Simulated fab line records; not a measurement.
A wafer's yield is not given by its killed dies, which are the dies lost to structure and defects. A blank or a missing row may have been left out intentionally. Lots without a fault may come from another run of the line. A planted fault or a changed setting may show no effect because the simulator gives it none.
Chamber matching	flow n5-finfet	pecvd-04 running N5_BEOL_M0_DEP_125: 3 sister chambers
The step deposits SiCN from 3MS/NH3, target thk 8 nm, time 14 s. 6 wafers are shown with their chamber, then 8 later ones without.

WAFERS, EACH WITH ITS CHAMBER
wafer	chamber	showerhead-plenum-p-Torr (Torr)	throttle-valve-pct (%)
L089.4	2	3.667	9.4
L089.5	0	3.630	9.4
L090.1	0	3.624	9.0
L090.2	1	3.643	9.1
L090.3	2	3.657	9.2
L090.4	1	3.644	9.3

WAFERS MISSING THEIR CHAMBER
wafer	showerhead-plenum-p-Torr (Torr)	throttle-valve-pct (%)
L090.5	3.667	9.5
L090.6	3.618	9.0
L092.1	3.626	9.4
L092.2	3.649	9.5
L092.3	3.666	9.1
L093.1	3.672	9.1
L093.2	3.647	9.2
L093.4	3.631	9.1

THE CHAMBER EACH PASSED THROUGH
wafer	from the rows above	in truth
L090.5	2	2
L090.6	0	0
L092.1	0	0
L092.2	can't be placed: 1 or 2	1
L092.3	2	2
L093.1	2	2
L093.2	1	1
L093.4	can't be placed: 0 or 1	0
Placed correctly: 6 of 8. These rows do not allow placing 2 (true chamber among the candidates in 2). Wrongly placed: 0.
How it was worked out, from the rows above alone: a wafer's distance from a chamber is the root of the sum, over the readings, of the square of ((its reading less the chamber's mean) divided by the reading's scatter). If the next closest chamber is less than 2 further off than the closest, the wafer can't be placed; otherwise it belongs to the closest. A chamber's mean is the mean of its shown wafers. The scatter: the root of (the sum of the squares of (reading less its chamber's mean) over the shown wafers, divided by (wafers less chambers)).
